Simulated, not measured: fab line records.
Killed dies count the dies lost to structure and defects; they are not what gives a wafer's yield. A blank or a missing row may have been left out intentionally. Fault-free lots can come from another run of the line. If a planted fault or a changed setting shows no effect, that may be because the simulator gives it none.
Which tool did it? :: flow n5 finfet :: 12 lots with 36 wafers sampled at 3 steps, on a route of 1938 steps

== WHAT THE GAUGES READ, wafer by wafer ==
N5_DUMMY_GATE_OVL_MEAS_16.
lot: L075
measured: day 3 07:40
on: overlay-02
GATE_OVL (nm): -0.4 0.5 0.0

lot: L077
measured: day 3 18:16
on: overlay-02
GATE_OVL (nm): -0.3 0.5 0.2

lot: L079
measured: day 4 04:05
on: overlay-02
GATE_OVL (nm): 0.2 0.4 0.6

lot: L081
measured: day 4 16:54
on: overlay-02
GATE_OVL (nm): -0.3 -0.2 0.0

lot: L083
measured: day 5 05:19
on: overlay-01
GATE_OVL (nm): -0.3 -0.2 0.3

lot: L085
measured: day 5 18:04
on: overlay-01
GATE_OVL (nm): 0.1 0.1 -0.5

lot: L087
measured: day 6 05:48
on: overlay-02
GATE_OVL (nm): 0.8 -0.1 0.3

lot: L089
measured: day 6 15:53
on: overlay-01
GATE_OVL (nm): -0.7 -0.5 -1.1

lot: L091
measured: day 7 02:59
on: overlay-01
GATE_OVL (nm): 0.7 0.4 0.7

lot: L093
measured: day 7 16:46
on: overlay-02
GATE_OVL (nm): 0.0 -1.4 -0.1

lot: L095
measured: day 8 04:02
on: overlay-01
GATE_OVL (nm): -0.8 -1.0 0.2

lot: L097
measured: day 8 16:48
on: overlay-01
GATE_OVL (nm): 0.3 1.2 0.6

== TOOL THAT RAN EACH LOT (tool first, then ch and the chambers of the sampled wafers, then the start) ==
lot: L075
N5_FIN_CUT_STRIP_24: rie diel-01 ch 0,1,3, day 2 11:22
N5_DUMMY_GATE_CMP_04: cmp-01 ch 0,2,3, day 3 02:59

lot: L077
N5_FIN_CUT_STRIP_24: rie diel-03 ch 2,3, day 2 22:10
N5_DUMMY_GATE_CMP_04: cmp-02 ch 1,2, day 3 13:33

lot: L079
N5_FIN_CUT_STRIP_24: rie diel-03 ch 0,2,3, day 3 10:17
N5_DUMMY_GATE_CMP_04: cmp-02 ch 0,2,3, day 3 23:31

lot: L081
N5_FIN_CUT_STRIP_24: rie diel-01 ch 0,1, day 3 22:41
N5_DUMMY_GATE_CMP_04: cmp-04 ch 0,1, day 4 12:22

lot: L083
N5_FIN_CUT_STRIP_24: rie diel-01 ch 0,2,3, day 4 10:28
N5_DUMMY_GATE_CMP_04: cmp-02 ch 1,2,3, day 5 00:38

lot: L085
N5_FIN_CUT_STRIP_24: rie diel-01 ch 0,1,2, day 4 22:25
N5_DUMMY_GATE_CMP_04: cmp-01 ch 0,2,3, day 5 13:22

lot: L087
N5_FIN_CUT_STRIP_24: rie diel-02 ch 0,1,3, day 5 11:14
N5_DUMMY_GATE_CMP_04: cmp-04 ch 0,2,3, day 6 01:17

lot: L089
N5_FIN_CUT_STRIP_24: rie diel-03 ch 0,1,2, day 5 21:40
N5_DUMMY_GATE_CMP_04: cmp-04 ch 1,2,3, day 6 11:18

lot: L091
N5_FIN_CUT_STRIP_24: rie diel-02 ch 0,2,3, day 6 09:14
N5_DUMMY_GATE_CMP_04: cmp-02 ch 1,2,3, day 6 22:24

lot: L093
N5_FIN_CUT_STRIP_24: rie diel-03 ch 0,2, day 6 22:23
N5_DUMMY_GATE_CMP_04: cmp-04 ch 0,1,2, day 7 12:05

lot: L095
N5_FIN_CUT_STRIP_24: rie diel-01 ch 0,1,3, day 7 09:54
N5_DUMMY_GATE_CMP_04: cmp-02 ch 0,1,2, day 7 23:22

lot: L097
N5_FIN_CUT_STRIP_24: rie diel-02 ch 0,3, day 7 21:56
N5_DUMMY_GATE_CMP_04: cmp-01 ch 0,1, day 8 12:13
- N5_FIN_CUT_STRIP_24: strips in CF4.
- N5_DUMMY_GATE_CMP_04: polishes a-Si.

== THE ANSWER, worked out from the rows above alone ==
Rule: the usual values come from the lots themselves. The widest of any qualifying gaps counts: lots, ordered by their means at a reading, are off when they make up no more than a third of the lots, leave a main group of 4 or more, and stand apart from it by 3 or more times the standard deviation of that group's means. The tables above print the reading to a certain number of digits; a main group whose means all agree to those digits is not used. Also off: a lot with no number at a reading for which 4 or more lots have one. Any other lot the step has rows for is counted as sound.
No lot is off on any of the readings shown, so nothing can be concluded from this.

== WHAT THE SIMULATOR PUT IN ==
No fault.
